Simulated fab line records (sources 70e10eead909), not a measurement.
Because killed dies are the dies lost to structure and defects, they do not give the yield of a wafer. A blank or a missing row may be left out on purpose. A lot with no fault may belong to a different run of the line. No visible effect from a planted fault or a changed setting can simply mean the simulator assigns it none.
Chamber matching || flow nand harc || pecvd-01 running NHARC_P_BONDPAD_DEP_00: 3 sister chambers
The step deposits SiCN, target thk 250 nm. 6 wafers are shown with their chamber, then 8 later ones without.

## EACH WAFER AND ITS CHAMBER
{"wafer": "L078.5", "chamber": 0, "heater power w (W)": 618, "chamber pressure Torr (Torr)": 2.994}
{"wafer": "L085.6", "chamber": 1, "heater power w (W)": 529, "chamber pressure Torr (Torr)": 3.009}
{"wafer": "L087.4", "chamber": 2, "heater power w (W)": 604, "chamber pressure Torr (Torr)": 3.001}
{"wafer": "L087.5", "chamber": 1, "heater power w (W)": 516, "chamber pressure Torr (Torr)": 2.998}
{"wafer": "L087.6", "chamber": 0, "heater power w (W)": 603, "chamber pressure Torr (Torr)": 3.002}
{"wafer": "L089.1", "chamber": 2, "heater power w (W)": 589, "chamber pressure Torr (Torr)": 3.003}

## WAFERS WITHOUT THEIR CHAMBER
{"wafer": "L089.2", "heater power w (W)": 548, "chamber pressure Torr (Torr)": 2.997}
{"wafer": "L089.3", "heater power w (W)": 630, "chamber pressure Torr (Torr)": 2.994}
{"wafer": "L088.2", "heater power w (W)": 539, "chamber pressure Torr (Torr)": 3.006}
{"wafer": "L088.5", "heater power w (W)": 622, "chamber pressure Torr (Torr)": 3.001}
{"wafer": "L088.6", "heater power w (W)": 641, "chamber pressure Torr (Torr)": 2.993}
{"wafer": "L091.2", "heater power w (W)": 634, "chamber pressure Torr (Torr)": 3.002}
{"wafer": "L091.4", "heater power w (W)": 617, "chamber pressure Torr (Torr)": 3.001}
{"wafer": "L091.5", "heater power w (W)": 676, "chamber pressure Torr (Torr)": 3.001}

## WHICH CHAMBER EACH ONE RAN IN
{"wafer": "L089.2", "from the rows above": 1, "in truth": 1}
{"wafer": "L089.3", "from the rows above": "can't be placed: 0 or 2", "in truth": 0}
{"wafer": "L088.2", "from the rows above": 1, "in truth": 1}
{"wafer": "L088.5", "from the rows above": "can't be placed: 0 or 2", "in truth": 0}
{"wafer": "L088.6", "from the rows above": "can't be placed: 0 or 2", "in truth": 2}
{"wafer": "L091.2", "from the rows above": "can't be placed: 0 or 2", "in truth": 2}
{"wafer": "L091.4", "from the rows above": "can't be placed: 0 or 2", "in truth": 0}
{"wafer": "L091.5", "from the rows above": "can't be placed: 0 or 2", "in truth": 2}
Placed correctly: 2 of 8. From these rows, 6 cannot be placed; in 6 the true chamber is one of the candidates. Wrongly placed: 0.
How it was worked out, from the rows above alone: a wafer's distance from a chamber is the root of the sum, over the readings, of the square of ((its reading less the chamber's mean) divided by the reading's scatter). The wafer belongs to the nearest chamber; if the next one is less than 2 further off, it can't be placed. For every chamber, the mean is computed from those of its wafers that are shown. The scatter: take each reading less its chamber's mean, square it, sum over the shown wafers, divide by the number of wafers less the number of chambers, and take the root.
